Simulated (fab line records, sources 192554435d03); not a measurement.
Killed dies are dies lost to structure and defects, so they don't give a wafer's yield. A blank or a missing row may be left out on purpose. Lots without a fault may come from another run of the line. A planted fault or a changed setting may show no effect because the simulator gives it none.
Chamber matching | flow n5_finfet | N5_BEOL_M15_ILD_DEP_00 on pecvd-04: 3 sister chambers
The step deposits SiO2 from TEOS/O2, target thk 1629.3 nm, time 346.1 s. 3 wafers are shown with their chamber, then 10 later ones without.

WAFERS WITH THEIR CHAMBER
wafer  | chamber | throttle_valve_pct (%)
L087.1 | 2       | 17.6
L088.2 | 1       | 20.8
L088.4 | 0       | 19.4

WAFERS WITHOUT THEIR CHAMBER
wafer  | throttle_valve_pct (%)
L088.5 | 17.8
L089.4 | 19.7
L089.5 | 20.8
L089.6 | 17.9
L093.2 | 20.9
L093.3 | 17.6
L093.5 | 17.7
L097.2 | 18.0
L097.3 | 19.7
L097.5 | 19.9

WHICH CHAMBER EACH WENT THROUGH
wafer  | from the rows above     | in truth
L088.5 | 2                       | 2
L089.4 | 0                       | 0
L089.5 | 1                       | 1
L089.6 | 2                       | 2
L093.2 | 1                       | 1
L093.3 | 2                       | 2
L093.5 | 2                       | 2
L097.2 | 2                       | 2
L097.3 | 0                       | 0
L097.5 | can't be placed: 0 or 1 | 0
Placed correctly: 9 of 10. Can't be placed from these rows: 1 (the true chamber is among the candidates in 1). Placed wrongly: 0.
How it was worked out, from the rows above alone: a wafer's distance from a chamber is the root of the sum, over the readings, of the square of ((its reading less the chamber's mean) divided by the reading's scatter). The wafer belongs to the nearest chamber; if the next one is less than 2 further off, it can't be placed. A chamber's mean is the mean of its shown wafers. The scatter: with one shown wafer a chamber, the root of the mean of the squares of how far each hidden wafer lies from its nearest shown one.
